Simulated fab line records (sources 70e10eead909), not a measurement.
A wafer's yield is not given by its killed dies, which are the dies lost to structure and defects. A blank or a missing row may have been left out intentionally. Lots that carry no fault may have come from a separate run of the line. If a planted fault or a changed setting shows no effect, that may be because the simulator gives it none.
Chamber matching :: flow nand harc :: NHARC_A_STAIRCASE_CMP_152 on cmp-04: 4 sister chambers
The step polishes. 8 wafers are shown with their chamber, then 7 later ones without.

== WAFERS PAIRED WITH THEIR CHAMBERS ==
wafer: L159.1
chamber: 1
motor current A (A): 11.4

wafer: L161.1
chamber: 3
motor current A (A): 10.1

wafer: L161.6
chamber: 2
motor current A (A): 11.4

wafer: L163.3
chamber: 2
motor current A (A): 11.4

wafer: L163.4
chamber: 0
motor current A (A): 13.0

wafer: L163.5
chamber: 0
motor current A (A): 12.2

wafer: L175.2
chamber: 3
motor current A (A): 9.7

wafer: L175.4
chamber: 1
motor current A (A): 11.3

== WAFERS WITHOUT THEIR CHAMBER ==
wafer: L175.6
motor current A (A): 10.4

wafer: L177.2
motor current A (A): 11.2

wafer: L177.4
motor current A (A): 13.8

wafer: L177.6
motor current A (A): 13.1

wafer: L178.1
motor current A (A): 11.3

wafer: L178.3
motor current A (A): 10.1

wafer: L178.6
motor current A (A): 10.2

== CHAMBER TAKEN BY EACH ==
wafer: L175.6
from the rows above: can't be placed: 3 or 1 or 2
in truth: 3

wafer: L177.2
from the rows above: can't be placed: 1 or 2
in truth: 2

wafer: L177.4
from the rows above: 0
in truth: 0

wafer: L177.6
from the rows above: 0
in truth: 0

wafer: L178.1
from the rows above: can't be placed: 1 or 2
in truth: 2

wafer: L178.3
from the rows above: 3
in truth: 3

wafer: L178.6
from the rows above: 3
in truth: 3
Correctly placed: 4 of 7. From these rows, 3 cannot be placed; in 3 the true chamber is one of the candidates. Placed wrongly: 0.
How it was worked out, from the rows above alone: a wafer's distance from a chamber is the root of the sum, over the readings, of the square of ((its reading less the chamber's mean) divided by the reading's scatter). The wafer belongs to the nearest chamber; if the next one is less than 2 further off, it can't be placed. A chamber's mean is the mean of its shown wafers. How the scatter is found: for the shown wafers, subtract from each reading the mean of its chamber, square and add these, divide the total by (wafers less chambers), then take the root.
